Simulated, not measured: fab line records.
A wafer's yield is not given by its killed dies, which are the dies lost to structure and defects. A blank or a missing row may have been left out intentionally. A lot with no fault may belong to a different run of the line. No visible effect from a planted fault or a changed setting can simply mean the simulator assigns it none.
Which tool did it? ; flow n5_finfet ; Sampling: 10 lots, 30 wafers, 2 of 1938 route steps

## WHAT THE GAUGES SHOWED, per wafer
N5_BEOL_M3_INSPECT_59: inspects for defects (darkfield).
lot;measured;on;raw_defect_count
L471;day 7 17:40;defect_inspect-01;70 44 56
L474;day 8 08:25;defect_inspect-02;60 77 68
L476;day 8 20:56;defect_inspect-01;74 70 113
L478;day 8 23:54;defect_inspect-02;32 52 34
L477;day 9 08:30;defect_inspect-01;88 115 75
L484;day 12 09:54;defect_inspect-02;46 71 32
L490;day 12 12:55;defect_inspect-02;72 70 58
L485;day 12 17:53;defect_inspect-01;92 48 67
L488;day 12 20:17;defect_inspect-02;84 109 69
L487;day 12 23:29;defect_inspect-02;73 73 45

## WHAT TOOL EACH LOT RAN ON (gives the tool, then ch and the chambers of the sampled wafers, and finally the start)
lot;N5_BEOL_M3_PRE_CLEAN_60
L471;cvd_co-02 ch 0,1,2, day 7 17:25
L474;cvd_co-02 ch 0,1,2, day 8 08:10
L476;cvd_co-01 ch 0,1, day 8 20:41
L478;cvd_co-01 ch 0,1, day 8 23:37
L477;cvd_co-01 ch 0,1,2, day 9 08:15
L484;cvd_co-02 ch 0,1, day 12 09:39
L490;cvd_co-02 ch 0,1, day 12 12:39
L485;cvd_co-01 ch 0,1,2, day 12 17:38
L488;cvd_co-02 ch 1,2, day 12 20:02
L487;cvd_co-02 ch 0,1,2, day 12 23:14
- N5_BEOL_M3_PRE_CLEAN_60: time 15 s.

## THE ANSWER, worked out from the rows above alone
Rule: the usual values come from the lots themselves. The widest of any qualifying gaps counts: lots, ordered by their means at a reading, are off when they make up no more than a third of the lots, leave a main group of 4 or more, and stand apart from it by 3 or more times the standard deviation of that group's means. Not used: any main group whose means are identical at the precision the tables above print for the reading. A lot without any number at a reading at which 4 lots or more have one is off too. Where the step has rows for the other lots, those lots are counted as sound.
No lot is off at any reading shown: from this, nothing can be told.

## WHAT THE SIMULATOR PUT IN
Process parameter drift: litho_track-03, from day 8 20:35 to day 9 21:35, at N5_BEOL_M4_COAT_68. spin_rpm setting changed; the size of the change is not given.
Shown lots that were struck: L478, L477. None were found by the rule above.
